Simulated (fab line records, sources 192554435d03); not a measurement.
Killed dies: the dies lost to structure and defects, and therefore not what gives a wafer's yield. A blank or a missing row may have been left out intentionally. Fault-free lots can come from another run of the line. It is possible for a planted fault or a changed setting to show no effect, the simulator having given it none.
fab line records	flow n5-finfet
record: lots: 6	wafers: 18	last-day: 15
route steps=1938 shown BEOL_M2@872 BEOL_M4@1111
lots that met no fault: from a run of the same line without faults
start-h: hours from the record's first day to the start of the lot's first wafer shown	wait-h: how many hours have passed since the lot's step before this one	" same as the row above	L1.1+2: one row covering several wafers at once	- no value present, or no start provided	* or withheld: withheld	< > ~ a bound
route shown NAME@n: names a module that has steps shown in the file, with the first one's number in the route	usual: mean and standard deviation over wafers with no fault	same: alike in all rows	chamber/n: place in a boat	sites: each site's reading	_std_site: standard deviation across them	_edge_site: the outer-site mean with the inner-site mean subtracted	radius-mm: for every site, how far away it sits from the centre of the wafer	mask NAME#n: copy n	behind: the tool/chamber that last shaped the wafer	hold: the reason the lot was held/the length of the hold in hours/how it ended	device: transistor that didn't switch, given as n, p or np	end of line: tests run on the same wafers once the route is complete	step lacking rows: just its recipe	killed: not the wafer's yield, but the dies lost to structure and defects at the first sort	map: the dies of a wafer, with x for killed, . for not killed, _ for no die there
set.NAME: the setting the step ran with; set.NAME@STEP: the setting that earlier step ran with	model.NAME: the simulator's own value behind a step, which no gauge read
lots seen at some steps along the route; tables by step, rows by wafer
services: when a tool's chamber went out of use (start-h, in hours from the record's first day, below 0 if earlier), for how many hours, and the reason
== steps ==
step: N5_BEOL_M2_SOFTBAKE_23
recipe: temp-c: 110	time-s: 60	resist: CAR-EUV
step: N5_BEOL_M2_EXPOSE_25
recipe: mask-id: V1	na: 0.33	source-shape: quasar	sigma-inner: 0.2	sigma-outer: 0.8	polarization: unpolarized	defocus-nm: 5	dose-mj: 63
step: N5_BEOL_M2_PEB_26
recipe: peb-temp-c: 100	peb-time-s: 60	resist: CAR-EUV
step: N5_BEOL_M2_DEVELOP_27
recipe: develop-time-s: 30	developer: TMAH	resist: CAR-EUV	rinse-liquid: surfactant-rinse	dry: air-spin	dev-temp-c: 23
step: N5_BEOL_M2_CD_MEAS_28
recipe: target-cd-nm: 26.2	landing-energy-ev: 500	detector: se-inlens	target-cd-y-nm: 24.1	polarity: opening
usual: cd-nm: 26.25/0.25
lot.wafer	tool	chamber	start-h	wait-h	cd-nm
L881.1	cd-sem-01	0	145.81	-	26.22
L881.3	"	0	"	"	25.99
L881.6	"	0	"	"	26.08
L886.1	cd-sem-02	0	160.31	-	26.37
L886.4	"	0	"	"	26.95
L886.5	"	0	"	"	26.62
L890.1	cd-sem-01	0	184.53	-	26.25
L890.3	"	0	"	"	26.49
L890.4	"	0	"	"	26.30
L891.1	cd-sem-01	0	192.60	-	26.42
L891.5	"	0	"	"	26.82
L891.6	"	0	"	"	26.17
L895.1	cd-sem-02	0	219.74	-	26.02
L895.3	"	0	"	"	26.09
L895.4	"	0	"	"	26.08
L896.2	cd-sem-03	0	233.66	-	26.29
L896.3	"	0	"	"	26.03
L896.5	"	0	"	"	26.39
step: N5_BEOL_M2_OVL_MEAS_29
recipe: points-per-wafer: 522
usual: V1_OVL: -0.2/0.65
lot.wafer	tool	chamber	start-h	wait-h	V1_OVL[nm]
L881.1	overlay-02	0	145.84	0.0	-0.5
L881.3	"	0	"	"	-0.8
L881.6	"	0	"	"	-1.5
L886.1	overlay-02	0	160.34	0.0	0.4
L886.4	"	0	"	"	0.0
L886.5	"	0	"	"	0.5
L890.1	overlay-02	0	184.56	0.0	-0.3
L890.3	"	0	"	"	-0.5
L890.4	"	0	"	"	0.4
L891.1	overlay-02	0	192.63	0.0	0.2
L891.5	"	0	"	"	-0.8
L891.6	"	0	"	"	-1.3
L895.1	overlay-02	0	219.77	0.0	0.9
L895.3	"	0	"	"	-0.2
L895.4	"	0	"	"	-0.1
L896.2	overlay-01	0	233.70	0.0	0.5
L896.3	"	0	"	"	0.2
L896.5	"	0	"	"	-0.6
step: N5_BEOL_M2_INSPECT_30
recipe: mode: adi	inspect-instrument: brightfield
usual: raw-defect-count: 422/110
lot.wafer	tool	chamber	start-h	wait-h	raw-defect-count
L881.1	defect-inspect-01	-	145.90	0.1	419
L881.3	"	-	"	"	322
L881.6	"	-	"	"	473
L886.1	defect-inspect-02	-	160.40	0.1	335
L886.4	"	-	"	"	441
L886.5	"	-	"	"	398
L890.1	defect-inspect-01	-	184.62	0.1	459
L890.3	"	-	"	"	448
L890.4	"	-	"	"	492
L891.1	defect-inspect-02	-	192.69	0.1	363
L891.5	"	-	"	"	429
L891.6	"	-	"	"	291
L895.1	defect-inspect-01	-	219.84	0.1	499
L895.3	"	-	"	"	314
L895.4	"	-	"	"	372
L896.2	defect-inspect-02	-	233.75	0.0	467
L896.3	"	-	"	"	349
L896.5	"	-	"	"	367
step: N5_BEOL_M2_DESCUM_33
recipe: chemistry: O2	time-s: 7	source-power-w: 50	bias-power-w: 20	pressure-mtorr: 20	rf-frequency-hz: 2.712e+07	temp-c: 40	resist: CAR-EUV	o2-flow-sccm: 225
usual: bias-power-w: 20.01/0.055	drypump-motor-current-A: 5.5/0.4	o2-flow-sccm: 225.0/0.66	oes-product-au: 0.83/0.097	rf-vpp-V: 243.3/1.5	showerhead-plenum-p-Torr: 2.09/0.088	temp-c: 40.00/0.11	throttle-valve-pct: 20.31/0.29
lot.wafer	tool	chamber	start-h	wait-h	bias-power-w	drypump-motor-current-A	o2-flow-sccm	oes-product-au	rf-hours-counter-h	rf-vpp-V	showerhead-plenum-p-Torr	temp-c	throttle-valve-pct
L881.1	rie-diel-05	1	145.94	0.0	19.97	5.6	226.6	0.81	61	242.1	2.04	39.88	20.19
L881.3	"	2	"	"	20.03	5.7	224.8	0.78	134	240.9	1.94	40.00	20.93
L881.6	"	2	"	"	20.00	5.7	225.6	0.78	-	240.7	1.94	40.07	20.93
L886.1	rie-diel-01	2	160.43	0.0	19.92	5.4	224.3	0.84	62	244.4	2.17	40.01	20.65
L886.4	"	3	"	"	20.07	5.9	226.8	0.71	198	245.9	2.19	39.92	20.72
L886.5	"	1	"	"	20.00	5.2	224.7	0.77	-	243.8	2.07	40.23	20.40
L890.1	rie-diel-01	1	184.65	0.0	19.98	5.2	224.5	0.77	153	242.5	2.07	39.89	20.40
L890.3	"	3	"	"	20.06	5.9	226.0	0.70	207	243.3	2.19	40.11	20.74
L890.4	"	0	"	"	20.00	6.0	224.3	0.91	40	241.8	2.02	40.04	20.00
L891.1	rie-diel-04	2	192.72	0.0	20.13	5.7	224.2	0.69	244	243.1	2.13	40.01	20.64
L891.5	"	0	"	"	20.01	6.0	225.1	0.91	-	245.0	2.14	39.84	20.13
L891.6	"	1	"	"	20.07	5.6	225.4	0.69	-	241.9	1.95	39.92	20.33
L895.1	rie-diel-04	0	219.87	0.0	19.95	6.0	224.8	0.89	25	244.0	2.13	40.25	20.14
L895.3	"	1	"	"	20.02	5.6	224.5	1.02	4	245.7	2.21	40.14	20.02
L895.4	"	0	"	"	20.01	6.0	224.7	0.89	-	244.5	2.13	40.03	20.14
L896.2	rie-diel-05	3	233.79	0.0	20.02	5.0	224.3	0.70	238	242.9	2.15	39.84	20.48
L896.3	"	0	"	"	19.94	4.8	224.4	0.70	214	240.9	1.96	39.99	20.40
L896.5	"	0	"	"	20.00	4.9	225.9	0.70	-	242.7	1.96	39.94	20.42
step: N5_BEOL_M2_ETCH_77
recipe: chemistry: N2/H2	target: underlayer	target-depth-a: 65	mask-material: CAR-EUV	time-s: 5.2	ion-energy-ev: 200	pressure-mtorr: 30	source-w: 840	bias-w: 150	n2-flow-sccm: 200	h2-flow-sccm: 200	ends: cleared
usual: drypump-motor-current-A: 5.5/0.4	etch-rf-on-time-s: 5.23/0.18	oes-product-au: 0.70/0.079	rf-fwd-power-W: 819.5/2.4	rf-vpp-V: 524/3.1	showerhead-plenum-p-Torr: 2.55/0.1	throttle-valve-pct: 17.77/0.27
lot.wafer	tool	chamber	start-h	wait-h	drypump-motor-current-A	etch-rf-on-time-s	oes-product-au	rf-fwd-power-W	rf-hours-counter-h	rf-vpp-V	showerhead-plenum-p-Torr	throttle-valve-pct
L881.1	rie-diel-05	1	145.97	0.0	5.6	5.55	0.69	819.2	61	520	2.48	17.63
L881.3	"	2	"	"	5.7	5.09	0.67	815.5	134	518	2.36	18.34
L881.6	"	2	"	"	5.7	5.09	0.67	820.6	-	521	2.36	18.35
L886.1	rie-diel-01	2	160.47	0.0	5.4	4.97	0.75	821.8	62	526	2.56	17.61
L886.4	"	3	"	"	5.9	5.26	0.60	818.4	198	527	2.64	18.01
L886.5	"	1	"	"	5.2	5.40	0.63	821.6	-	521	2.54	17.92
L890.1	rie-diel-01	1	184.69	0.0	5.2	5.34	0.62	823.3	153	524	2.54	17.91
L890.3	"	3	"	"	6.0	5.28	0.60	819.3	207	526	2.63	18.03
L890.4	"	0	"	"	6.0	5.27	0.77	819.1	40	521	2.47	17.55
L891.1	rie-diel-04	2	192.76	0.0	5.7	5.46	0.58	818.8	244	524	2.58	18.04
L891.5	"	0	"	"	6.0	5.29	0.78	820.7	-	527	2.60	17.48
L891.6	"	1	"	"	5.6	5.42	0.57	815.2	-	524	2.41	18.09
L895.1	rie-diel-04	0	219.91	0.0	6.1	5.30	0.75	819.7	25	527	2.59	17.49
L895.3	"	1	"	"	5.6	5.18	0.84	823.2	4	525	2.73	17.70
L895.4	"	0	"	"	6.0	5.36	0.74	821.3	-	526	2.59	17.52
L896.2	rie-diel-05	3	233.82	0.0	5.0	4.96	0.59	820.4	238	526	2.60	17.80
L896.3	"	0	"	"	4.8	5.18	0.60	816.0	214	519	2.43	18.13
L896.5	"	0	"	"	4.9	5.20	0.58	822.6	-	519	2.43	18.12
step: N5_BEOL_M2_ETCH_69
recipe: chemistry: CF4	target: SiARC	target-depth-a: 156	mask-material: CAR-EUV	time-s: 26	ion-energy-ev: 80	pressure-mtorr: 40	source-w: 545	bias-w: 36	Ar_flow_sccm: 100	cf4-flow-sccm: 100	ends: cleared
usual: drypump-motor-current-A: 5.5/0.4	etch-rf-on-time-s: 26.2/1	oes-product-au: 0.70/0.077	rf-fwd-power-W: 532.5/2.6	rf-vpp-V: 184.1/1.3	showerhead-plenum-p-Torr: 2.15/0.08	throttle-valve-pct: 15.52/0.28
lot.wafer	tool	chamber	start-h	wait-h	drypump-motor-current-A	etch-rf-on-time-s	oes-product-au	rf-fwd-power-W	rf-hours-counter-h	rf-vpp-V	showerhead-plenum-p-Torr	throttle-valve-pct
L881.1	rie-diel-05	1	145.99	0.0	5.6	27.5	0.68	531.9	61	183.0	2.09	15.34
L881.3	"	2	"	"	5.7	25.4	0.68	533.1	134	182.6	1.98	15.96
L881.6	"	2	"	"	5.7	25.2	0.68	532.2	-	183.0	1.98	15.95
L886.1	rie-diel-01	2	160.48	0.0	5.4	25.4	0.73	533.2	62	183.8	2.17	15.43
L886.4	"	3	"	"	5.9	26.9	0.60	532.0	198	185.3	2.20	15.72
L886.5	"	1	"	"	5.2	26.7	0.64	529.4	-	183.4	2.13	15.67
L890.1	rie-diel-01	1	184.70	0.0	5.2	26.9	0.63	529.9	153	184.7	2.13	15.67
L890.3	"	3	"	"	5.9	27.0	0.59	531.9	207	184.3	2.20	15.74
L890.4	"	0	"	"	6.0	27.3	0.75	538.1	40	184.6	2.10	15.39
L891.1	rie-diel-04	2	192.78	0.0	5.7	27.6	0.57	537.7	244	184.9	2.20	16.06
L891.5	"	0	"	"	6.0	26.7	0.77	529.5	-	183.8	2.19	15.27
L891.6	"	1	"	"	5.6	27.3	0.58	531.7	-	183.2	2.02	15.76
L895.1	rie-diel-04	0	219.92	0.0	6.0	26.9	0.74	531.9	25	184.5	2.18	15.28
L895.3	"	1	"	"	5.6	26.1	0.84	532.9	4	184.9	2.27	15.31
L895.4	"	0	"	"	6.0	27.0	0.74	532.1	-	184.9	2.18	15.30
L896.2	rie-diel-05	3	233.84	0.0	5.0	24.8	0.60	530.5	238	183.5	2.19	15.80
L896.3	"	0	"	"	4.9	25.7	0.59	532.0	214	184.0	2.04	15.89
L896.5	"	0	"	"	4.9	25.8	0.59	532.5	-	183.2	2.04	15.88
step: N5_BEOL_M2_ALD_98
recipe: material: SiO2	target-thk-a: 25	temp-c: 100	ald-precursor-family: BDEAS	ald-co-reactant: O2-plasma	pulse-time-s: 1	co-reactant-pulse-time-s: 1	purge-time-s: 2	co-reactant-purge-time-s: 2	ald-cycles: 17	pressure-torr: 2
usual: heater-power-w: 81/8	precursor-pulse-height-rel: 0.999/0.021
same: co-reactant-pulse-time-s: 1	co-reactant-purge-time-s: 2
lot.wafer	tool	chamber	start-h	wait-h	heater-power-w	precursor-pulse-height-rel
L881.1	ald-sin-04	3	146.18	0.2	89	0.995
L881.3	"	1	"	"	74	1.012
L881.6	"	0	"	"	98	1.003
L886.1	ald-sin-01	2	160.57	0.1	72	0.980
L886.4	"	1	"	"	78	1.004
L886.5	"	2	"	"	70	1.006
L890.1	ald-sin-03	2	185.16	0.4	80	1.005
L890.3	"	3	"	"	75	0.998
L890.4	"	0	"	"	80	1.021
L891.1	ald-sin-03	2	192.86	0.1	81	0.979
L891.5	"	3	"	"	75	0.998
L891.6	"	0	"	"	79	1.001
L895.1	ald-sin-04	1	220.01	0.1	79	0.984
L895.3	"	2	"	"	78	0.999
L895.4	"	3	"	"	84	0.989
L896.2	ald-sin-03	3	233.98	0.1	73	1.014
L896.3	"	0	"	"	79	0.984
L896.5	"	3	"	"	77	0.974
step: N5_BEOL_M2_ETCHBACK_99
recipe: chemistry: CHF3	target: SiO2	target-depth-a: 50	time-s: 10.4	source-w: 215	bias-w: 47	Ar_flow_sccm: 200	CHF3_flow_sccm: 12	ion-energy-ev: 100	pressure-mtorr: 30
usual: drypump-motor-current-A: 5.5/0.36	oes-product-au: 0.79/0.09	rf-vpp-V: 245/9.3	showerhead-plenum-p-Torr: 2.15/0.086	throttle-valve-pct: 17.10/0.25
lot.wafer	tool	chamber	start-h	wait-h	drypump-motor-current-A	oes-product-au	rf-hours-counter-h	rf-vpp-V	showerhead-plenum-p-Torr	throttle-valve-pct
L881.1	rie-diel-04	3	146.31	0.1	5.0	0.68	246	235	2.20	17.01
L881.3	"	1	"	"	5.6	0.70	226	238	2.06	17.32
L881.6	"	2	"	"	5.7	0.70	-	257	2.24	17.53
L886.1	rie-diel-01	3	165.39	4.8	6.0	0.71	200	256	2.22	17.17
L886.4	"	2	"	"	5.4	0.86	64	253	2.18	16.97
L886.5	"	3	"	"	6.0	0.71	-	258	2.22	17.17
L890.1	rie-diel-01	0	192.02	6.8	6.0	0.90	43	261	2.10	16.81
L890.3	"	2	"	"	5.4	0.85	74	254	2.18	16.96
L890.4	"	3	"	"	5.9	0.69	210	259	2.22	17.19
L891.1	rie-diel-01	3	193.16	0.3	6.0	0.71	210	258	2.22	17.19
L891.5	"	3	"	"	5.9	0.71	-	258	2.22	17.19
L891.6	"	2	"	"	5.4	0.85	-	254	2.18	16.99
L895.1	rie-diel-05	0	221.58	1.5	4.9	0.69	210	235	2.03	17.16
L895.3	"	1	"	"	5.6	0.77	87	240	2.10	16.92
L895.4	"	3	"	"	5.0	0.70	233	237	2.19	17.11
L896.2	rie-diel-04	3	235.28	1.2	5.0	0.90	21	238	2.20	16.51
L896.3	"	0	"	"	6.0	0.87	32	246	2.22	16.95
L896.5	"	1	"	"	5.6	0.95	-	240	2.32	16.96
step: N5_BEOL_M2_ETCH_70
recipe: chemistry: N2/H2	target: SOC	target-depth-a: 800	overetch-a: 240	mask-material: SiARC	temp-c: 40	time-s: 130	ion-energy-ev: 200	pressure-mtorr: 30	source-w: 840	bias-w: 150	n2-flow-sccm: 200	h2-flow-sccm: 200
usual: drypump-motor-current-A: 5.5/0.36	oes-product-au: 0.58/0.065	rf-fwd-power-W: 836.0/2.6	rf-vpp-V: 523.7/2.7	showerhead-plenum-p-Torr: 2.54/0.093	temp-c: 40.00/0.12	throttle-valve-pct: 17.79/0.26
lot.wafer	tool	chamber	start-h	wait-h	drypump-motor-current-A	oes-product-au	rf-fwd-power-W	rf-hours-counter-h	rf-vpp-V	showerhead-plenum-p-Torr	temp-c	throttle-valve-pct	model.SiARC_of_BEOL_M2_COAT_68.thk-nm
L881.1	rie-diel-04	3	146.34	0.0	5.0	0.50	838.6	246	525.2	2.62	40.07	17.90	5.8
L881.3	"	1	"	"	5.6	0.50	838.3	226	520.8	2.42	39.98	18.02	6.2
L881.6	"	2	"	"	5.7	0.52	836.9	-	526.1	2.59	40.00	17.95	5.8
L886.1	rie-diel-01	3	165.43	0.0	5.9	0.52	836.6	200	526.1	2.64	40.10	17.95	5.6
L886.4	"	2	"	"	5.4	0.63	833.0	64	525.0	2.56	39.85	17.54	5.4
L886.5	"	3	"	"	5.9	0.53	834.9	-	526.3	2.64	40.08	17.97	5.6
L890.1	rie-diel-01	0	192.06	0.0	6.0	0.66	636.7	43	572.3	2.46	39.95	17.52	6.6
L890.3	"	2	"	"	5.4	0.61	639.9	74	573.4	2.56	40.06	17.54	6.2
L890.4	"	3	"	"	5.9	0.52	632.7	210	575.9	2.63	39.88	17.99	6.6
L891.1	rie-diel-01	3	193.20	0.0	5.9	0.52	629.9	210	576.6	2.63	40.12	18.00	6.6
L891.5	"	3	"	"	5.9	0.52	630.9	-	574.9	2.63	40.03	17.98	6.6
L891.6	"	2	"	"	5.4	0.61	635.6	-	575.4	2.56	40.05	17.55	6.2
L895.1	rie-diel-05	0	221.61	0.0	4.9	0.51	829.5	210	520.0	2.43	39.87	18.08	6
L895.3	"	1	"	"	5.6	0.58	833.1	87	520.6	2.47	39.93	17.63	6.4
L895.4	"	3	"	"	5.0	0.51	835.2	233	525.2	2.60	39.96	17.75	5.6
L896.2	rie-diel-04	3	235.31	0.0	5.1	0.65	835.7	21	525.6	2.61	40.42	17.37	5.6
L896.3	"	0	"	"	6.0	0.64	838.5	32	525.3	2.59	40.10	17.47	5.8
L896.5	"	1	"	"	5.6	0.70	835.7	-	527.6	2.73	39.97	17.70	6
step: N5_BEOL_M2_STRIP_71
recipe: chemistry: N2/H2	temp-c: 40	n2-flow-sccm: 200	h2-flow-sccm: 200	rf-frequency-hz: 6e+07
step: N5_BEOL_M4_RC_MEAS_101
usual: DIBL_N: 36.1/2	DIBL_P: 36.3/2.4	IOFF_N: 0.15/0.035	IOFF_P: 0.21/0.039	ION_N: 672/15	ION_P: 463/9.7	SS_N: 71.5/0.7	SS_P: 73.2/0.75	VT_N: 251/3.6	VT_P: -250/3.8
lot.wafer	tool	chamber	start-h	wait-h	DIBL_N[mV/V]	DIBL_P[mV/V]	IOFF_N[nA/um]	IOFF_P[nA/um]	ION_N[uA/um]	ION_P[uA/um]	SS_N[mV/dec]	SS_P[mV/dec]	VT_N[mV]	VT_P[mV]
L881.1	prober-01	0	174.26	0.0	35.5	35.3	0.14	0.20	668	469	70.8	72.7	252	-247
L881.3	"	0	"	"	37.1	36.5	0.15	0.21	655	457	72.1	73.5	255	-249
L881.6	"	0	"	"	34.0	33.5	0.11	0.18	651	456	70.9	72.8	257	-251
L886.1	prober-02	0	195.35	0.0	35.2	36.9	0.16	0.24	674	472	71.2	73.0	247	-245
L886.4	"	0	"	"	36.0	36.6	0.16	0.23	685	475	71.6	72.9	250	-248
L886.5	"	0	"	"	34.9	35.3	0.13	0.20	667	463	71.5	72.3	252	-247
L891.1	prober-01	0	221.28	0.0	37.0	37.9	0.14	0.19	662	449	71.8	73.5	252	-252
L891.5	"	0	"	"	37.1	36.8	0.15	0.18	660	443	72.5	73.1	253	-254
L891.6	"	0	"	"	38.5	40.0	0.20	0.22	683	458	72.6	74.4	249	-251
L890.1	prober-02	0	221.81	0.0	33.9	32.0	0.11	0.17	651	458	71.1	72.3	255	-247
L890.3	"	0	"	"	34.9	33.6	0.13	0.21	666	465	70.6	72.7	254	-247
L890.4	"	0	"	"	33.7	32.1	0.11	0.19	639	456	70.9	72.5	258	-247
L895.1	prober-02	0	252.27	0.0	38.5	39.4	0.20	0.28	689	476	72.4	74.1	246	-246
L895.3	"	0	"	"	35.3	34.9	0.14	0.20	674	461	70.5	72.4	250	-251
L895.4	"	0	"	"	35.0	34.5	0.14	0.19	667	458	71.4	72.0	254	-251
L896.2	prober-01	0	264.07	0.2	37.5	37.4	0.18	0.27	688	476	72.2	73.8	248	-242
L896.3	"	0	"	"	33.1	33.3	0.13	0.20	684	474	70.5	72.5	252	-247
L896.5	"	0	"	"	34.8	34.1	0.14	0.22	680	476	72.0	72.7	251	-246
== services ==
tool	chamber	start-h	hours	kind
ald-sin-03	-	141.99	6.1	pm
rie-diel-04	0	146.67	-	clean
rie-diel-04	0	146.67	-	consumable-replace:focus-ring
rie-diel-04	0	146.67	13.9	scheduled-down
rie-diel-04	0	146.67	13.9	vent-cycle
rie-diel-05	0	148.21	4.6	repair
ald-sin-01	3	156.05	4.9	repair
rie-diel-04	3	160.57	-	clean
rie-diel-04	3	160.57	-	consumable-replace:focus-ring
rie-diel-04	3	160.57	28.2	scheduled-down
rie-diel-04	3	160.57	28.2	vent-cycle
ald-sin-03	1	165.87	3.7	repair
ald-sin-04	-	176.76	14.0	pm
rie-diel-01	3	195.47	16.5	repair
rie-diel-04	1	196.86	-	clean
rie-diel-04	1	196.86	-	consumable-replace:focus-ring
rie-diel-04	1	196.86	-	consumable-replace:showerhead
rie-diel-04	1	196.86	14.6	scheduled-down
rie-diel-04	1	196.86	14.6	vent-cycle
rie-diel-04	0	199.60	4.3	repair
ald-sin-01	1	201.62	27.1	repair
rie-diel-04	2	211.62	-	clean
rie-diel-04	2	211.62	-	consumable-replace:focus-ring
rie-diel-04	2	211.62	19.5	scheduled-down
== key ==
first-sign: step: N5_BEOL_M2_ETCH_70	reading: rf-fwd-power-W	direction: down	sigmas: 76	usual: *	struck: *
effect: step: N5_BEOL_M2_ETCH_70	reading: rf-vpp-V	direction: up	sigmas: 19	usual: 523.7	struck: 574.8
model-effect: step: N5_BEOL_M2_ETCH_70	value: SiARC_of_BEOL_M2_COAT_68.thk-nm	without: 5.5	struck: 6.467
met-at N5_BEOL_M2_ETCH_70
struck-wafers L890.1,L890.3,L890.4,L891.1,L891.5,L891.6
onset-between 165.43 192.06
fault: kind: process-parameter-drift	tool: rie-diel-01	chamber: -	onset-h: 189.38	steps: N5_BEOL_M2_ETCH_70	channel: source-w	offset: -201.6	shape: step	end-h: 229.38	acts-in: these-recipes-only	stated: 840
